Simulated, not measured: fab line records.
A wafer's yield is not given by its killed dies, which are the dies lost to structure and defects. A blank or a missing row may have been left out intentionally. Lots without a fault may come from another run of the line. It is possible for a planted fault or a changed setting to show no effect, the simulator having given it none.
Which tool did it? :: flow n5-finfet :: Sampling: 24 lots, 72 wafers, 6 of 1938 route steps

WHAT EACH GAUGE READ, for each wafer
N5_BEOL_M13_OCD_MEAS_35.
lot: L074
measured: day 10 22:09
on: ocd-01
trench-depth-nm (nm): 412 410 413

lot: L075
measured: day 11 14:37
on: ocd-01
trench-depth-nm (nm): 413 411 408

lot: L076
measured: day 11 21:10
on: ocd-01
trench-depth-nm (nm): 411 416 405

lot: L077
measured: day 11 23:27
on: ocd-02
trench-depth-nm (nm): 416 413 419

lot: L078
measured: day 12 00:29
on: ocd-01
trench-depth-nm (nm): 421 420 417

lot: L081
measured: day 13 12:13
on: ocd-01
trench-depth-nm (nm): 415 418 410

lot: L080
measured: day 13 12:23
on: ocd-02
trench-depth-nm (nm): 411 421 411

lot: L082
measured: day 13 12:47
on: ocd-01
trench-depth-nm (nm): 412 421 416

lot: L083
measured: day 13 23:48
on: ocd-02
trench-depth-nm (nm): 413 417 422

lot: L084
measured: day 14 02:34
on: ocd-02
trench-depth-nm (nm): 418 410 416

lot: L079
measured: day 14 16:13
on: ocd-01
trench-depth-nm (nm): 421 413 422

lot: L085
measured: day 15 01:13
on: ocd-02
trench-depth-nm (nm): 417 403 412

lot: L087
measured: day 15 05:01
on: ocd-01
trench-depth-nm (nm): 417 414 417

lot: L086
measured: day 15 10:32
on: ocd-01
trench-depth-nm (nm): 423 401 413

lot: L088
measured: day 15 21:23
on: ocd-01
trench-depth-nm (nm): 408 409 411

lot: L089
measured: day 15 21:58
on: ocd-01
trench-depth-nm (nm): 416 418 415

lot: L090
measured: day 16 04:12
on: ocd-02
trench-depth-nm (nm): 411 401 417

lot: L093
measured: day 16 10:09
on: ocd-02
trench-depth-nm (nm): 404 413 401

lot: L091
measured: day 16 12:41
on: ocd-02
trench-depth-nm (nm): 423 417 422

lot: L096
measured: day 17 11:24
on: ocd-01
trench-depth-nm (nm): 421 413 418

lot: L092
measured: day 17 11:34
on: ocd-02
trench-depth-nm (nm): 409 421 420

lot: L094
measured: day 17 14:57
on: ocd-02
trench-depth-nm (nm): 423 429 424

lot: L095
measured: day 17 17:34
on: ocd-02
trench-depth-nm (nm): 413 422 423

lot: L097
measured: day 17 19:28
on: ocd-02
trench-depth-nm (nm): 414 417 423

N5_BEOL_M14_OVL_MEAS_11.
lot: L074
measured: day 11 03:08
on: overlay-02
V13_OVL (nm): 5 2 0

lot: L075
measured: day 11 21:29
on: overlay-01
V13_OVL (nm): 7 -5 -8

lot: L076
measured: day 12 01:35
on: overlay-01
V13_OVL (nm): 3 -3 -3

lot: L077
measured: day 12 04:00
on: overlay-01
V13_OVL (nm): -10 -4 -4

lot: L078
measured: day 12 03:38
on: overlay-02
V13_OVL (nm): 0 1 4

lot: L081
measured: day 13 16:36
on: overlay-02
V13_OVL (nm): 3 5 1

lot: L080
measured: day 13 16:49
on: overlay-02
V13_OVL (nm): 6 6 -2

lot: L082
measured: day 13 17:58
on: overlay-02
V13_OVL (nm): -2 0 3

lot: L083
measured: day 14 04:14
on: overlay-01
V13_OVL (nm): 1 7 -2

lot: L084
measured: day 14 08:17
on: overlay-02
V13_OVL (nm): 8 2 4

lot: L079
measured: day 14 23:22
on: overlay-02
V13_OVL (nm): -6 -6 -6

lot: L085
measured: day 15 09:48
on: overlay-01
V13_OVL (nm): 1 2 2

lot: L087
measured: day 15 11:47
on: overlay-01
V13_OVL (nm): 2 10 2

lot: L086
measured: day 15 16:41
on: overlay-01
V13_OVL (nm): -2 11 -5

lot: L088
measured: day 16 02:04
on: overlay-02
V13_OVL (nm): 4 4 -5

lot: L089
measured: day 16 11:17
on: overlay-02
V13_OVL (nm): -4 -3 -2

lot: L090
measured: day 16 11:53
on: overlay-01
V13_OVL (nm): 8 12 6

lot: L093
measured: day 16 13:51
on: overlay-01
V13_OVL (nm): 11 12 4

lot: L091
measured: day 16 15:55
on: overlay-02
V13_OVL (nm): -9 -10 -3

lot: L096
measured: day 17 16:54
on: overlay-01
V13_OVL (nm): -2 -3 -4

lot: L092
measured: day 17 18:02
on: overlay-01
V13_OVL (nm): -3 0 1

lot: L094
measured: day 17 18:13
on: overlay-01
V13_OVL (nm): 5 5 6

lot: L095
measured: day 17 20:56
on: overlay-01
V13_OVL (nm): -9 -6 -3

lot: L097
measured: day 17 22:31
on: overlay-01
V13_OVL (nm): 10 1 -2

N5_BEOL_M14_CD_MEAS_28: target cd 284.4 nm.
lot: L074
measured: day 11 03:57
on: cd-sem-03
cd-nm (nm): 283.3 283.4 282.6

lot: L075
measured: day 11 23:05
on: cd-sem-01
cd-nm (nm): 286.0 286.3 287.3

lot: L076
measured: day 12 02:37
on: cd-sem-03
cd-nm (nm): 282.3 285.8 282.8

lot: L077
measured: day 12 05:07
on: cd-sem-03
cd-nm (nm): 289.5 287.5 286.8

lot: L078
measured: day 12 04:58
on: cd-sem-02
cd-nm (nm): 285.7 285.5 285.5

lot: L081
measured: day 13 17:32
on: cd-sem-03
cd-nm (nm): 285.5 286.4 287.6

lot: L080
measured: day 13 17:56
on: cd-sem-02
cd-nm (nm): 285.0 281.9 286.2

lot: L082
measured: day 13 19:20
on: cd-sem-03
cd-nm (nm): 288.5 286.1 284.0

lot: L083
measured: day 14 05:13
on: cd-sem-01
cd-nm (nm): 285.5 283.1 284.4

lot: L084
measured: day 14 09:07
on: cd-sem-01
cd-nm (nm): 285.8 286.1 284.4

lot: L079
measured: day 15 00:19
on: cd-sem-02
cd-nm (nm): 282.6 284.9 284.1

lot: L085
measured: day 15 10:44
on: cd-sem-02
cd-nm (nm): 286.6 285.5 282.6

lot: L087
measured: day 15 12:40
on: cd-sem-01
cd-nm (nm): 283.6 284.9 281.2

lot: L086
measured: day 15 17:38
on: cd-sem-03
cd-nm (nm): 285.8 282.8 280.6

lot: L088
measured: day 16 03:01
on: cd-sem-03
cd-nm (nm): 284.5 284.9 284.2

lot: L089
measured: day 16 12:24
on: cd-sem-03
cd-nm (nm): 284.7 287.0 287.6

lot: L090
measured: day 16 12:52
on: cd-sem-02
cd-nm (nm): 284.5 283.5 282.5

lot: L093
measured: day 16 14:45
on: cd-sem-03
cd-nm (nm): 283.5 286.7 284.9

lot: L091
measured: day 16 16:44
on: cd-sem-03
cd-nm (nm): 283.3 285.5 284.4

lot: L096
measured: day 17 17:44
on: cd-sem-02
cd-nm (nm): 283.5 286.7 282.4

lot: L092
measured: day 17 18:51
on: cd-sem-03
cd-nm (nm): 284.3 285.9 284.9

lot: L094
measured: day 17 19:10
on: cd-sem-01
cd-nm (nm): 286.5 285.4 286.8

lot: L095
measured: day 17 21:45
on: cd-sem-01
cd-nm (nm): 287.5 285.2 286.0

lot: L097
measured: day 17 23:20
on: cd-sem-03
cd-nm (nm): 285.5 283.9 286.5

EACH LOT AND THE TOOL THAT RAN IT (in order: tool; ch and the chambers of the sampled wafers; start)
lot: L074
N5_BEOL_M13_STRIP_37: plasma-asher-01 ch 0,1, day 10 22:12
N5_BEOL_M13_DEGAS_41: pvd-sputter-01, day 11 01:11
N5_BEOL_M13_DEP_53: pecvd-03 ch 1,2, day 11 02:22

lot: L075
N5_BEOL_M13_STRIP_37: plasma-asher-02 ch 0,1, day 11 14:39
N5_BEOL_M13_DEGAS_41: pvd-sputter-01, day 11 19:39
N5_BEOL_M13_DEP_53: pecvd-02 ch 1,2, day 11 20:49

lot: L076
N5_BEOL_M13_STRIP_37: plasma-asher-02 ch 0,1, day 11 21:14
N5_BEOL_M13_DEGAS_41: pvd-sputter-03, day 11 22:24
N5_BEOL_M13_DEP_53: pecvd-02 ch 0,1,2, day 12 00:56

lot: L077
N5_BEOL_M13_STRIP_37: plasma-asher-01 ch 0,1, day 11 23:29
N5_BEOL_M13_DEGAS_41: pvd-sputter-01, day 12 01:05
N5_BEOL_M13_DEP_53: pecvd-02 ch 1,2, day 12 03:13

lot: L078
N5_BEOL_M13_STRIP_37: plasma-asher-02 ch 0,1, day 12 00:32
N5_BEOL_M13_DEGAS_41: pvd-sputter-02, day 12 01:16
N5_BEOL_M13_DEP_53: pecvd-04 ch 0,2, day 12 02:59

lot: L081
N5_BEOL_M13_STRIP_37: plasma-asher-02 ch 1, day 13 12:16
N5_BEOL_M13_DEGAS_41: pvd-sputter-01, day 13 14:38
N5_BEOL_M13_DEP_53: pecvd-03 ch 0,1,2, day 13 15:49

lot: L080
N5_BEOL_M13_STRIP_37: plasma-asher-01 ch 0,1, day 13 12:25
N5_BEOL_M13_DEGAS_41: pvd-sputter-03, day 13 14:59
N5_BEOL_M13_DEP_53: pecvd-04 ch 0,1,2, day 13 16:09

lot: L082
N5_BEOL_M13_STRIP_37: plasma-asher-02 ch 0,1, day 13 12:50
N5_BEOL_M13_DEGAS_41: pvd-sputter-02, day 13 15:53
N5_BEOL_M13_DEP_53: pecvd-04 ch 0,1,2, day 13 17:13

lot: L083
N5_BEOL_M13_STRIP_37: plasma-asher-02 ch 0,1, day 13 23:52
N5_BEOL_M13_DEGAS_41: pvd-sputter-01, day 14 02:17
N5_BEOL_M13_DEP_53: pecvd-02 ch 1,2, day 14 03:27

lot: L084
N5_BEOL_M13_STRIP_37: plasma-asher-01 ch 0, day 14 02:37
N5_BEOL_M13_DEGAS_41: pvd-sputter-02, day 14 06:23
N5_BEOL_M13_DEP_53: pecvd-03 ch 0,1,2, day 14 07:33

lot: L079
N5_BEOL_M13_STRIP_37: plasma-asher-02 ch 0, day 14 16:15
N5_BEOL_M13_DEGAS_41: pvd-sputter-03, day 14 20:47
N5_BEOL_M13_DEP_53: pecvd-04 ch 0,1, day 14 22:35

lot: L085
N5_BEOL_M13_STRIP_37: plasma-asher-01 ch 0,1, day 15 01:15
N5_BEOL_M13_DEGAS_41: pvd-sputter-03, day 15 07:57
N5_BEOL_M13_DEP_53: pecvd-02 ch 0,1,2, day 15 09:08

lot: L087
N5_BEOL_M13_STRIP_37: plasma-asher-01 ch 0,1, day 15 05:03
N5_BEOL_M13_DEGAS_41: pvd-sputter-03, day 15 09:49
N5_BEOL_M13_DEP_53: pecvd-04 ch 0,2, day 15 11:01

lot: L086
N5_BEOL_M13_STRIP_37: plasma-asher-02 ch 0,1, day 15 10:40
N5_BEOL_M13_DEGAS_41: pvd-sputter-02, day 15 14:52
N5_BEOL_M13_DEP_53: pecvd-02 ch 0,1,2, day 15 16:02

lot: L088
N5_BEOL_M13_STRIP_37: plasma-asher-02 ch 0,1, day 15 21:26
N5_BEOL_M13_DEGAS_41: pvd-sputter-02, day 16 00:02
N5_BEOL_M13_DEP_53: pecvd-04 ch 0,2, day 16 01:17

lot: L089
N5_BEOL_M13_STRIP_37: plasma-asher-01 ch 0,1, day 15 22:02
N5_BEOL_M13_DEGAS_41: pvd-sputter-01, day 16 09:28
N5_BEOL_M13_DEP_53: pecvd-02 ch 0,1,2, day 16 10:38

lot: L090
N5_BEOL_M13_STRIP_37: plasma-asher-02 ch 0,1, day 16 04:14
N5_BEOL_M13_DEGAS_41: pvd-sputter-02, day 16 09:40
N5_BEOL_M13_DEP_53: pecvd-04 ch 0,1, day 16 11:05

lot: L093
N5_BEOL_M13_STRIP_37: plasma-asher-01 ch 0,1, day 16 10:11
N5_BEOL_M13_DEGAS_41: pvd-sputter-01, day 16 12:01
N5_BEOL_M13_DEP_53: pecvd-04 ch 0,2, day 16 13:11

lot: L091
N5_BEOL_M13_STRIP_37: plasma-asher-01 ch 0,1, day 16 12:44
N5_BEOL_M13_DEGAS_41: pvd-sputter-03, day 16 13:56
N5_BEOL_M13_DEP_53: pecvd-04 ch 1,2, day 16 15:16

lot: L096
N5_BEOL_M13_STRIP_37: plasma-asher-02 ch 0, day 17 11:26
N5_BEOL_M13_DEGAS_41: pvd-sputter-02, day 17 14:52
N5_BEOL_M13_DEP_53: pecvd-03 ch 0,2, day 17 16:02

lot: L092
N5_BEOL_M13_STRIP_37: plasma-asher-01 ch 0,1, day 17 11:37
N5_BEOL_M13_DEGAS_41: pvd-sputter-03, day 17 15:57
N5_BEOL_M13_DEP_53: pecvd-03 ch 0,1,2, day 17 17:15

lot: L094
N5_BEOL_M13_STRIP_37: plasma-asher-01 ch 0,1, day 17 15:00
N5_BEOL_M13_DEGAS_41: pvd-sputter-03, day 17 16:16
N5_BEOL_M13_DEP_53: pecvd-02 ch 0,2, day 17 17:34

lot: L095
N5_BEOL_M13_STRIP_37: plasma-asher-01 ch 1, day 17 17:36
N5_BEOL_M13_DEGAS_41: pvd-sputter-01, day 17 18:58
N5_BEOL_M13_DEP_53: pecvd-04 ch 0,1,2, day 17 20:09

lot: L097
N5_BEOL_M13_STRIP_37: plasma-asher-02 ch 0,1, day 17 19:30
N5_BEOL_M13_DEGAS_41: pvd-sputter-03, day 17 20:39
N5_BEOL_M13_DEP_53: pecvd-04 ch 0,2, day 17 21:50
- N5_BEOL_M13_STRIP_37: strips in N2/H2.
- N5_BEOL_M13_DEGAS_41: time 60 s.
- N5_BEOL_M13_DEP_53: deposits SiCN from 3MS/NH3, target thk 50 nm, time 17.8 s.

AS READ BY THE TOOLS THEMSELVES (means over the sampled wafers that have a number; for cases with no such wafer, the mark the record gives instead)
N5_BEOL_M13_STRIP_37.
lot: L074
tool: plasma-asher-01
drypump-motor-current-A (A): 5.6
heater-power-w (W): 326
oes-product-au (a.u.): 0.786

lot: L075
tool: plasma-asher-02
drypump-motor-current-A (A): 5.6
heater-power-w (W): 372
oes-product-au (a.u.): 0.778

lot: L076
tool: plasma-asher-02
drypump-motor-current-A (A): 5.4
heater-power-w (W): 382
oes-product-au (a.u.): 0.781

lot: L077
tool: plasma-asher-01
drypump-motor-current-A (A): 5.6
heater-power-w (W): 325
oes-product-au (a.u.): 0.786

lot: L078
tool: plasma-asher-02
drypump-motor-current-A (A): 5.4
heater-power-w (W): 387
oes-product-au (a.u.): 0.784

lot: L081
tool: plasma-asher-02
drypump-motor-current-A (A): 5.9
heater-power-w (W): 362
oes-product-au (a.u.): 0.792

lot: L080
tool: plasma-asher-01
drypump-motor-current-A (A): 5.1
heater-power-w (W): 331
oes-product-au (a.u.): 0.779

lot: L082
tool: plasma-asher-02
drypump-motor-current-A (A): 5.4
heater-power-w (W): 384
oes-product-au (a.u.): 0.781

lot: L083
tool: plasma-asher-02
drypump-motor-current-A (A): 5.6
heater-power-w (W): 372
oes-product-au (a.u.): 0.785

lot: L084
tool: plasma-asher-01
drypump-motor-current-A (A): 6.0
heater-power-w (W): 316
oes-product-au (a.u.): 0.790

lot: L079
tool: plasma-asher-02
drypump-motor-current-A (A): 5.1
heater-power-w (W): 398
oes-product-au (a.u.): 0.781

lot: L085
tool: plasma-asher-01
drypump-motor-current-A (A): 5.6
heater-power-w (W): 328
oes-product-au (a.u.): 0.781

lot: L087
tool: plasma-asher-01
drypump-motor-current-A (A): 5.1
heater-power-w (W): 332
oes-product-au (a.u.): 0.786

lot: L086
tool: plasma-asher-02
drypump-motor-current-A (A): 5.4
heater-power-w (W): 385
oes-product-au (a.u.): 0.784

lot: L088
tool: plasma-asher-02
drypump-motor-current-A (A): 5.4
heater-power-w (W): 385
oes-product-au (a.u.): 0.781

lot: L089
tool: plasma-asher-01
drypump-motor-current-A (A): 5.1
heater-power-w (W): 330
oes-product-au (a.u.): 0.785

lot: L090
tool: plasma-asher-02
drypump-motor-current-A (A): 5.4
heater-power-w (W): 386
oes-product-au (a.u.): 0.798

lot: L093
tool: plasma-asher-01
drypump-motor-current-A (A): 5.6
heater-power-w (W): 320
oes-product-au (a.u.): 0.779

lot: L091
tool: plasma-asher-01
drypump-motor-current-A (A): 5.6
heater-power-w (W): 325
oes-product-au (a.u.): 0.795

lot: L096
tool: plasma-asher-02
drypump-motor-current-A (A): 5.1
heater-power-w (W): 398
oes-product-au (a.u.): 0.781

lot: L092
tool: plasma-asher-01
drypump-motor-current-A (A): 5.1
heater-power-w (W): 329
oes-product-au (a.u.): 0.787

lot: L094
tool: plasma-asher-01
drypump-motor-current-A (A): 5.6
heater-power-w (W): 322
oes-product-au (a.u.): 0.782

lot: L095
tool: plasma-asher-01
drypump-motor-current-A (A): 4.7
heater-power-w (W): 336
oes-product-au (a.u.): 0.775

lot: L097
tool: plasma-asher-02
drypump-motor-current-A (A): 5.3
heater-power-w (W): 387
oes-product-au (a.u.): 0.784

N5_BEOL_M13_DEGAS_41.
lot: L074
tool: pvd-sputter-01
heater-power-w (W): 341

lot: L075
tool: pvd-sputter-01
heater-power-w (W): 337

lot: L076
tool: pvd-sputter-03
heater-power-w (W): 357

lot: L077
tool: pvd-sputter-01
heater-power-w (W): 340

lot: L078
tool: pvd-sputter-02
heater-power-w (W): 324

lot: L081
tool: pvd-sputter-01
heater-power-w (W): 352

lot: L080
tool: pvd-sputter-03
heater-power-w (W): 336

lot: L082
tool: pvd-sputter-02
heater-power-w (W): 314

lot: L083
tool: pvd-sputter-01
heater-power-w (W): 319

lot: L084
tool: pvd-sputter-02
heater-power-w (W): 333

lot: L079
tool: pvd-sputter-03
heater-power-w (W): 347

lot: L085
tool: pvd-sputter-03
heater-power-w (W): 339

lot: L087
tool: pvd-sputter-03
heater-power-w (W): 355

lot: L086
tool: pvd-sputter-02
heater-power-w (W): 329

lot: L088
tool: pvd-sputter-02
heater-power-w (W): 327

lot: L089
tool: pvd-sputter-01
heater-power-w (W): 352

lot: L090
tool: pvd-sputter-02
heater-power-w (W): 322

lot: L093
tool: pvd-sputter-01
heater-power-w (W): 322

lot: L091
tool: pvd-sputter-03
heater-power-w (W): 324

lot: L096
tool: pvd-sputter-02
heater-power-w (W): 333

lot: L092
tool: pvd-sputter-03
heater-power-w (W): 317

lot: L094
tool: pvd-sputter-03
heater-power-w (W): 306

lot: L095
tool: pvd-sputter-01
heater-power-w (W): 316

lot: L097
tool: pvd-sputter-03
heater-power-w (W): 327

N5_BEOL_M13_DEP_53.
lot: L074
tool: pecvd-03
showerhead-plenum-p-Torr (Torr): 4.145
throttle-valve-pct (%): 17.3

lot: L075
tool: pecvd-02
showerhead-plenum-p-Torr (Torr): 4.162
throttle-valve-pct (%): 16.8

lot: L076
tool: pecvd-02
showerhead-plenum-p-Torr (Torr): 4.159
throttle-valve-pct (%): 17.7

lot: L077
tool: pecvd-02
showerhead-plenum-p-Torr (Torr): 4.162
throttle-valve-pct (%): 16.9

lot: L078
tool: pecvd-04
showerhead-plenum-p-Torr (Torr): 4.181
throttle-valve-pct (%): 16.9

lot: L081
tool: pecvd-03
showerhead-plenum-p-Torr (Torr): 4.161
throttle-valve-pct (%): 17.3

lot: L080
tool: pecvd-04
showerhead-plenum-p-Torr (Torr): 4.181
throttle-valve-pct (%): 17.5

lot: L082
tool: pecvd-04
showerhead-plenum-p-Torr (Torr): 4.179
throttle-valve-pct (%): 17.5

lot: L083
tool: pecvd-02
showerhead-plenum-p-Torr (Torr): 4.171
throttle-valve-pct (%): 16.9

lot: L084
tool: pecvd-03
showerhead-plenum-p-Torr (Torr): 4.154
throttle-valve-pct (%): 17.5

lot: L079
tool: pecvd-04
showerhead-plenum-p-Torr (Torr): 4.189
throttle-valve-pct (%): 17.6

lot: L085
tool: pecvd-02
showerhead-plenum-p-Torr (Torr): 4.151
throttle-valve-pct (%): 17.8

lot: L087
tool: pecvd-04
showerhead-plenum-p-Torr (Torr): 4.180
throttle-valve-pct (%): 17.2

lot: L086
tool: pecvd-02
showerhead-plenum-p-Torr (Torr): 4.159
throttle-valve-pct (%): 17.8

lot: L088
tool: pecvd-04
showerhead-plenum-p-Torr (Torr): 4.177
throttle-valve-pct (%): 17.1

lot: L089
tool: pecvd-02
showerhead-plenum-p-Torr (Torr): 4.159
throttle-valve-pct (%): 17.8

lot: L090
tool: pecvd-04
showerhead-plenum-p-Torr (Torr): 4.193
throttle-valve-pct (%): 17.8

lot: L093
tool: pecvd-04
showerhead-plenum-p-Torr (Torr): 4.191
throttle-valve-pct (%): 17.1

lot: L091
tool: pecvd-04
showerhead-plenum-p-Torr (Torr): 4.168
throttle-valve-pct (%): 17.6

lot: L096
tool: pecvd-03
showerhead-plenum-p-Torr (Torr): 4.171
throttle-valve-pct (%): 17.2

lot: L092
tool: pecvd-03
showerhead-plenum-p-Torr (Torr): 4.155
throttle-valve-pct (%): 17.6

lot: L094
tool: pecvd-02
showerhead-plenum-p-Torr (Torr): 4.163
throttle-valve-pct (%): 18.2

lot: L095
tool: pecvd-04
showerhead-plenum-p-Torr (Torr): 4.178
throttle-valve-pct (%): 17.6

lot: L097
tool: pecvd-04
showerhead-plenum-p-Torr (Torr): 4.178
throttle-valve-pct (%): 17.2

THE ANSWER, worked out from the rows above alone
Rule: what is usual is taken from the lots themselves. Put in order of their means at a reading, lots are off if they are a third of the lots or fewer, leave a main group of 4 or more, and stand apart from it by a gap of 3 or more times the standard deviation of the main group's means; of several such gaps the widest counts. The tables above print the reading to a certain number of digits; a main group whose means all agree to those digits is not used. A lot without any number at a reading at which 4 lots or more have one is off too. All remaining lots with rows at the step are treated as sound. The gauges are gone through in route order, then the tools' own readings, and for those a lot's mean is taken as printed above. The first step at which some lot is off is used, and at that step the reading that is off furthest; a lot without a number counts as furthest.
None of the lots is off at any reading shown; this tells nothing.

WHAT THE SIMULATOR HAD PUT IN
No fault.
